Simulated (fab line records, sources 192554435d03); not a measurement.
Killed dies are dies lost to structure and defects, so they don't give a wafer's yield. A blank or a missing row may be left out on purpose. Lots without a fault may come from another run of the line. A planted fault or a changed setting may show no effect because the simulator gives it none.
Chamber matching | flow n5_finfet | N5_SD_EPI_P_ETCHBACK_46 on rie_diel-04: 4 sister chambers
The step etches SiNx in CH3F/O2, stops on SiO2, target depth 17.5 nm. 16 wafers are shown with their chamber, then 8 later ones without.

WAFERS WITH THEIR CHAMBER
wafer  | chamber | showerhead_plenum_p_Torr (Torr) | drypump_motor_current_A (A) | throttle_valve_pct (%)
L083.1 | 3       | 1.99                            | 5.3                         | 16.21
L083.2 | 1       | 2.05                            | 5.2                         | 16.30
L083.3 | 2       | 2.02                            | 6.2                         | 16.64
L084.2 | 3       | 1.98                            | 5.3                         | 16.20
L084.5 | 1       | 2.05                            | 5.3                         | 16.31
L084.6 | 2       | 2.01                            | 6.2                         | 16.64
L085.1 | 2       | 2.01                            | 6.2                         | 16.65
L085.4 | 0       | 1.91                            | 5.3                         | 16.47
L085.5 | 3       | 1.98                            | 5.3                         | 16.23
L086.2 | 2       | 2.01                            | 6.2                         | 16.65
L086.4 | 0       | 1.91                            | 5.2                         | 16.46
L086.6 | 1       | 2.05                            | 5.2                         | 16.31
L090.2 | 1       | 2.05                            | 5.2                         | 16.35
L090.3 | 3       | 1.98                            | 5.3                         | 16.24
L090.4 | 2       | 2.01                            | 6.2                         | 16.67
L091.3 | 2       | 2.01                            | 6.2                         | 16.65

SIGNATURES (means of the wafers above)
reading                  | chamber 0 | chamber 1 | chamber 2 | chamber 3 | scatter within a chamber
showerhead_plenum_p_Torr | 1.9100    | 2.0500    | 2.0117    | 1.9825    | 0.00363
drypump_motor_current_A  | 5.250     | 5.225     | 6.200     | 5.300     | 0.0323
throttle_valve_pct       | 16.4650   | 16.3175   | 16.6500   | 16.2200   | 0.0161
Rule: a wafer's distance from a chamber is the root of the sum, over the readings, of the square of ((its reading less the chamber's mean) divided by the reading's scatter). The wafer belongs to the nearest chamber; if the next one is less than 2 further off, it can't be placed. The scatter: the root of (the sum of the squares of (reading less its chamber's mean) over the shown wafers, divided by (wafers less chambers)).

WAFERS WITHOUT THEIR CHAMBER
wafer  | showerhead_plenum_p_Torr (Torr) | drypump_motor_current_A (A) | throttle_valve_pct (%)
L091.4 | 2.01                            | 6.2                         | 16.64
L091.6 | 2.05                            | 5.2                         | 16.33
L094.2 | 2.01                            | 6.2                         | 16.67
L094.3 | 2.05                            | 5.2                         | 16.33
L094.4 | 1.91                            | 5.2                         | 16.50
L095.1 | 2.01                            | 6.2                         | 16.65
L095.4 | 1.91                            | 5.2                         | 16.49
L095.5 | 2.01                            | 6.2                         | 16.66

WHICH CHAMBER EACH WENT THROUGH
wafer  | from the rows above | in truth
L091.4 | 2                   | 2
L091.6 | 1                   | 1
L094.2 | 2                   | 2
L094.3 | 1                   | 1
L094.4 | 0                   | 0
L095.1 | 2                   | 2
L095.4 | 0                   | 0
L095.5 | 2                   | 2
Placed correctly: 8 of 8. Can't be placed from these rows: 0. Placed wrongly: 0.
